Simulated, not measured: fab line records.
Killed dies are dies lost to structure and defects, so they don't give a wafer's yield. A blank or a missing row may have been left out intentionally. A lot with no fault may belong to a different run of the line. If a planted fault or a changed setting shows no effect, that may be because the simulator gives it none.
Code-filled problem report in 8D (eight disciplines) form || flow n5_finfet || the parts of the form that need people (team, actions taken, sign-off) are left out

== 1. THE PROBLEM ==
At N5_BEOL_M13_ETCH_68, run_length_s averages 263.6 s over 4 wafers from 3 lots, while fault-free wafers read 378.5 s, standard deviation 0.41. So: -99 or more standard deviations from the usual mean.
The step: etches SOC in N2/H2, time 355 s.
Seen first at day 15 22:47 on rie_diel-04, wafer L929.4. The record has a number at this step for 19 wafers belonging to 7 lots. The rule behind "out" and "out of limits": a value lying over 4 standard deviations away from the usual mean. The other wafers with a number count as sound.

== 2. WHAT IT IS; WHAT IT IS NOT ==
{"question": "which readings at this step", "is": "run_length_s", "is not": "oes_product_au, rf_vpp_V, showerhead_plenum_p_Torr, throttle_valve_pct"}
{"question": "which lots", "is": "L929, L930, L933", "is not": "L921, L925, L926, L931"}
{"question": "which wafers of those lots", "is": "L929.4, L929.5, L930.5, L933.4", "is not": "L929.1, L930.6, L933.6"}
{"question": "read on which tools", "is": "rie_diel-04", "is not": "rie_diel-01, rie_diel-02"}
{"question": "when", "is": "from day 15 22:47", "is not": "up to then (10 sound wafers); but 5 sound wafers of L930, L931, L933 came after"}

== 3. THE SUSPECTS, EACH WITH WHAT RULES IT OUT ==
Counting: a tool at a process step up to the reading stays a suspect if it ran every lot that is out. Sound lots after the first of them don't rule it out here, since some wafers of a struck lot are sound.
- rie_diel-04 at N5_BEOL_M13_DESCUM_33 (chemistry O2, time 7.9 s): kept. Ran every lot that is out, first one L929 (day 15 22:37); last sound lot up to then L925 (day 15 09:47).
- rie_diel-04 at N5_BEOL_M13_ETCH_67 (etches SiARC in CF4, target depth 143 nm, time 238.3 s): kept. Ran every lot that is out, first one L929 (day 15 22:38); last sound lot up to then L925 (day 15 09:49).
- rie_diel-04 at N5_BEOL_M13_ETCH_68 (etches SOC in N2/H2, time 355 s): kept. Ran every lot that is out, first one L929 (day 15 22:47); last sound lot up to then L925 (day 15 09:58). Out on those wafers are its own readings of run_length_s.
rie_diel-04 at N5_BEOL_M13_DESCUM_33, rie_diel-04 at N5_BEOL_M13_ETCH_67 and rie_diel-04 at N5_BEOL_M13_ETCH_68 are what is left after counting.

== 4. THE CAUSE (what the simulator had put in) ==
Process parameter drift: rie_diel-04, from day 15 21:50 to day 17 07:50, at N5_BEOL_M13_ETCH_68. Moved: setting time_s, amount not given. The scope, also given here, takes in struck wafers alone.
This tool is one of the 3 suspects left after counting.

== 5. THE EFFECT CHAIN, in route order ==
One row per reading whose mean, taken over the struck wafers that have a number, lies over 3 standard deviations from the usual. Only readings for which the record gives a usual standard deviation are gone through. hours: the time from each lot's start at the first step in this table that gives one to its start at this step, as a median over the lots. sigmas: the change in usual standard deviations.
{"hours": 0, "step": "N5_BEOL_M13_ETCH_68", "reading": "run_length_s", "usual": "378.5 s", "on struck wafers": 263.6, "change": -114.9, "sigmas": "-99 or more"}
The process steps in it:
- N5_BEOL_M13_ETCH_68: etches SOC in N2/H2, time 355 s.

== 6. HOW IT WOULD HAVE BEEN CAUGHT EARLIER ==
In this record the first reading out of limits was taken at day 15 22:47, 1 hour after the fault began at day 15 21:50.
